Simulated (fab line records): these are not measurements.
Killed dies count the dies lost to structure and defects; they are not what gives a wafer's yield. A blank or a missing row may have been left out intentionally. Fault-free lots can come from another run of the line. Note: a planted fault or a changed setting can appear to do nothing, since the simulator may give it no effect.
What tool caused it? :: flow n5Finfet :: 10 lots, 30 wafers sampled, at 2 steps of a route of 1938

## WHAT THE GAUGES READ, wafer by wafer
N5_BEOL_M9_CD_MEAS_11: the cd target is 64.1 nm.
lot: L254
measured: day 10 00:08
on: cdSem-03
cdNm (nm): 62.8 63.7 63.6

lot: L258
measured: day 11 06:22
on: cdSem-03
cdNm (nm): 63.8 63.8 63.3

lot: L259
measured: day 11 16:25
on: cdSem-01
cdNm (nm): 63.6 63.0 63.7

lot: L265
measured: day 13 05:41
on: cdSem-01
cdNm (nm): 63.9 63.0 63.1

lot: L268
measured: day 14 10:31
on: cdSem-01
cdNm (nm): 64.3 64.1 64.1

lot: L269
measured: day 14 17:26
on: cdSem-02
cdNm (nm): 63.9 64.5 64.4

lot: L271
measured: day 14 21:14
on: cdSem-03
cdNm (nm): 63.8 63.5 64.3

lot: L272
measured: day 14 22:07
on: cdSem-02
cdNm (nm): 64.1 64.2 64.1

lot: L273
measured: day 15 02:07
on: cdSem-02
cdNm (nm): 64.3 65.1 63.7

lot: L276
measured: day 16 09:03
on: cdSem-03
cdNm (nm): 64.4 64.2 64.0

## WHICH TOOL RAN EACH LOT (tool, then ch and the chambers of the sampled wafers, then the start)
lot: L254
N5_BEOL_M9_HM_DEP_02: pvdSputter-03, day 9 23:38

lot: L258
N5_BEOL_M9_HM_DEP_02: pvdSputter-02, day 11 05:51

lot: L259
N5_BEOL_M9_HM_DEP_02: pvdSputter-02, day 11 15:55

lot: L265
N5_BEOL_M9_HM_DEP_02: pvdSputter-03, day 13 05:11

lot: L268
N5_BEOL_M9_HM_DEP_02: pvdSputter-03, day 14 10:08

lot: L269
N5_BEOL_M9_HM_DEP_02: pvdSputter-01, day 14 16:54

lot: L271
N5_BEOL_M9_HM_DEP_02: pvdSputter-02, day 14 20:52

lot: L272
N5_BEOL_M9_HM_DEP_02: pvdSputter-03, day 14 21:44

lot: L273
N5_BEOL_M9_HM_DEP_02: pvdSputter-01, day 15 01:44

lot: L276
N5_BEOL_M9_HM_DEP_02: pvdSputter-01, day 16 08:34
- N5_BEOL_M9_HM_DEP_02: deposits TiN, target thk 20 nm.

## AS READ BY THE TOOLS THEMSELVES (means over the sampled wafers that have a number; for cases with no such wafer, the mark the record gives instead)
N5_BEOL_M9_HM_DEP_02.
lot: L254
tool: pvdSputter-03
throttleValvePct (%): 29.4

lot: L258
tool: pvdSputter-02
throttleValvePct (%): 30.1

lot: L259
tool: pvdSputter-02
throttleValvePct (%): 29.8

lot: L265
tool: pvdSputter-03
throttleValvePct (%): 29.0

lot: L268
tool: pvdSputter-03
throttleValvePct (%): 31.5

lot: L269
tool: pvdSputter-01
throttleValvePct (%): 30.5

lot: L271
tool: pvdSputter-02
throttleValvePct (%): 29.8

lot: L272
tool: pvdSputter-03
throttleValvePct (%): 30.1

lot: L273
tool: pvdSputter-01
throttleValvePct (%): 30.6

lot: L276
tool: pvdSputter-01
throttleValvePct (%): 31.2

## THE ANSWER, worked out from the rows above alone
Rule: usual is defined by the lots themselves. The widest of any qualifying gaps counts: lots, ordered by their means at a reading, are off when they make up no more than a third of the lots, leave a main group of 4 or more, and stand apart from it by 3 or more times the standard deviation of that group's means. If all means in a main group match to the digits the tables above print for the reading, that group is not used. Also off: a lot with no number at a reading for which 4 or more lots have one. All remaining lots with rows at the step are treated as sound. After the gauges, taken in route order, come the tools' own readings; for these a lot's mean is taken, as printed above. The first step at which some lot is off is used, and at that step the reading that is off furthest; a lot without a number counts as furthest.
Nothing can be told from this: no lot is off at any reading shown.

## WHAT HAD BEEN PUT IN BY THE SIMULATOR
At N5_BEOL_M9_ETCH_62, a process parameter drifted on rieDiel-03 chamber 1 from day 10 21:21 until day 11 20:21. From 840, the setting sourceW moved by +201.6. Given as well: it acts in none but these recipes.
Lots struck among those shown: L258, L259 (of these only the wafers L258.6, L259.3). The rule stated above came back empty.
